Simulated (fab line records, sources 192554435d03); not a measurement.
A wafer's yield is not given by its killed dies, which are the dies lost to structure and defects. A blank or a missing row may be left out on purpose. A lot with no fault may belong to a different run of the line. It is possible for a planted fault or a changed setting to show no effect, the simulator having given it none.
Chamber matching | flow n5_finfet | N5_BEOL_M13_DESCUM_15 on rie_diel-02: 4 sister chambers
The step chemistry O2, time 7.9 s. 8 wafers are shown with their chamber, then 9 later ones without.

## WAFERS, EACH WITH ITS CHAMBER
wafer  | chamber | drypump_motor_current_A (A) | showerhead_plenum_p_Torr (Torr)
L075.4 | 3       | 5.9                         | 1.99
L083.1 | 2       | 6.1                         | 2.03
L090.4 | 2       | 6.0                         | 2.02
L093.1 | 1       | 5.6                         | 1.99
L093.5 | 0       | 4.8                         | 2.13
L092.1 | 3       | 5.9                         | 1.98
L092.2 | 1       | 5.6                         | 1.99
L092.5 | 0       | 4.8                         | 2.13

## WAFERS WITHOUT THEIR CHAMBER
wafer  | drypump_motor_current_A (A) | showerhead_plenum_p_Torr (Torr)
L095.1 | 6.1                         | 2.02
L095.2 | 4.8                         | 2.13
L095.4 | 4.8                         | 2.13
L097.4 | 6.1                         | 2.01
L097.5 | 5.6                         | 1.98
L097.6 | 4.8                         | 2.13
L094.1 | 4.8                         | 2.12
L094.4 | 6.1                         | 2.01
L094.5 | 6.1                         | 2.01

## CHAMBER TAKEN BY EACH
wafer  | from the rows above | in truth
L095.1 | 2                   | 2
L095.2 | 0                   | 0
L095.4 | 0                   | 0
L097.4 | 2                   | 2
L097.5 | 1                   | 1
L097.6 | 0                   | 0
L094.1 | 0                   | 0
L094.4 | 2                   | 2
L094.5 | 2                   | 2
Correct placement for 9 of the 9. Number that these rows cannot place: 0. Wrongly placed: 0.
How it was worked out, from the rows above alone: a wafer's distance from a chamber is the root of the sum, over the readings, of the square of ((its reading less the chamber's mean) divided by the reading's scatter). The wafer belongs to the nearest chamber; if the next one is less than 2 further off, it can't be placed. Each chamber's mean is taken over the wafers shown for it. How the scatter is found: for the shown wafers, subtract from each reading the mean of its chamber, square and add these, divide the total by (wafers less chambers), then take the root.
